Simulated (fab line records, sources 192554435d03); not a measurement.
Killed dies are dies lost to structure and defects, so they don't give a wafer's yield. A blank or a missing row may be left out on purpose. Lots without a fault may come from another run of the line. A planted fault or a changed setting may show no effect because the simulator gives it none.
A struck lot beside a sound one | flow n5_finfet | 18 steps out of a route of 1938
Sound: wafers L939.2, L939.3, L939.5. Struck: wafers L947.3, L947.4, L947.5. The cause comes at the end.
At each step with rows: each side's tool, then ch and its chambers, then its first start. Under that, the readings that differ: sound wafers | struck wafers | difference of the means | sigmas: that difference in standard deviations of wafers without a fault.
alike: readings whose means differ by less than 2 such deviations, and words and numbers that are the same on both sides. not compared: withheld readings, readings that some wafer has no value for, bounds like >300 that may hide the same value, and numbers for which the record gives no deviation and whose values overlap.
The two part at a step that has a row with sigmas, a row that says differs or no value, or rows on one side only. Numbers that don't overlap but have no deviation are shown without sigmas and don't part them. A reading that every wafer of one side lacks parts them only if that side has two wafers or more.

first, 2 steps without rows for these wafers: N5_BEOL_M3_STRIP_65 (strips in N2/H2); N5_BEOL_M3_STRIP_75 (strips in N2/H2).
N5_BEOL_M3_STRIP_66: strips in CF4.
  sound on rie_diel-04 ch 1,3, day 8 06:49; struck on rie_diel-03 ch 1,3, day 10 11:02
  reading                         | sound             | struck            | difference | sigmas
  rf_vpp_V (V)                    | 268.7 271.1 269.0 | 273.4 274.0 272.0 | +3.5       | +2
  showerhead_plenum_p_Torr (Torr) | 1.71 1.83 1.71    | 1.87 1.90 1.87    | +0.13      | +2
  alike: drypump_motor_current_A, oes_product_au, throttle_valve_pct
  not compared: rf_hours_counter_h
N5_BEOL_M3_HM_OPEN_17: chemistry Cl2/BCl3, target TiN, target depth 20 nm, overetch 6 nm.
  sound on rie_metal-03 ch 0,1, day 8 06:51; struck on rie_metal-01 ch 0,1, day 10 11:06
  reading                | sound             | struck            | difference | sigmas
  throttle_valve_pct (%) | 22.49 22.49 21.91 | 22.01 22.02 22.06 | -0.27      | -2
  alike: drypump_motor_current_A, oes_product_au
  not compared: rf_hours_counter_h
N5_BEOL_M3_STRIP_19: strips in O2.
  sound on rie_diel-01 ch 0,2,3, day 8 06:58; struck on rie_diel-04 ch 0,2,3, day 10 11:23
  alike: drypump_motor_current_A, oes_product_au, rf_vpp_V, showerhead_plenum_p_Torr, throttle_valve_pct
  not compared: rf_hours_counter_h
N5_BEOL_M3_CD_MEAS_18: pitch 36 nm, target cd 18 nm.
  sound on cd_sem-03, day 8 07:02; struck on cd_sem-01, day 10 11:27
  alike: cd_nm
then, 6 steps without rows for these wafers: N5_BEOL_M3_COAT_67 (time 60 s, resist thk 60 nm); N5_BEOL_M3_COAT_68 (time 60 s, resist thk 12 nm); N5_BEOL_M3_COAT_76 (time 60 s, resist thk 5 nm); N5_BEOL_M3_COAT_22 (resist thk 30 nm); N5_BEOL_M3_EBR_24; N5_BEOL_M3_SOFTBAKE_23 (time 60 s).
N5_BEOL_M3_EXPOSE_25: exposes mask V2, defocus 5 nm.
  sound on euv_scanner-02 ch 0, day 8 07:20; struck on euv_scanner-01 ch 0, day 10 11:46
  reading              | sound             | struck            | difference | sigmas
  exposure_dose_mJ_cm2 | 62.85 62.82 62.81 | 59.78 59.82 59.74 | -3.05      | -48
  alike: mask
then, 2 steps without rows for these wafers: N5_BEOL_M3_PEB_26 (peb time 60 s); N5_BEOL_M3_DEVELOP_27 (develop time 30 s).
N5_BEOL_M3_CD_MEAS_28: target cd 25.7 nm, target cd y 23.3 nm.
  sound on cd_sem-03 ch 0, day 8 07:28; struck on cd_sem-03 ch 0, day 10 11:53
  reading    | sound             | struck            | difference | sigmas
  cd_nm (nm) | 26.17 25.83 25.67 | 25.03 24.76 24.89 | -1.00      | -4
N5_BEOL_M3_OVL_MEAS_29:
  sound on overlay-02 ch 0, day 8 07:31; struck on overlay-02 ch 0, day 10 11:56
  reading     | sound       | struck         | difference | sigmas
  V2_OVL (nm) | 0.3 0.9 0.9 | -0.2 -1.3 -0.2 | -1.3       | -2
N5_BEOL_M4_RC_MEAS_101:
  sound on prober-01 ch 0, day 9 00:02; struck on prober-02 ch 0, day 11 09:11
  alike: DIBL_N, DIBL_P, IOFF_N, IOFF_P, ION_N, ION_P, SS_N, SS_P, VT_N, VT_P

WHERE THEY PART
First at N5_BEOL_M3_STRIP_66; last, within this record, at N5_BEOL_M3_OVL_MEAS_29. Later steps at which nothing parts them and some readings are alike: N5_BEOL_M4_RC_MEAS_101.

WHY: what the simulator had put in
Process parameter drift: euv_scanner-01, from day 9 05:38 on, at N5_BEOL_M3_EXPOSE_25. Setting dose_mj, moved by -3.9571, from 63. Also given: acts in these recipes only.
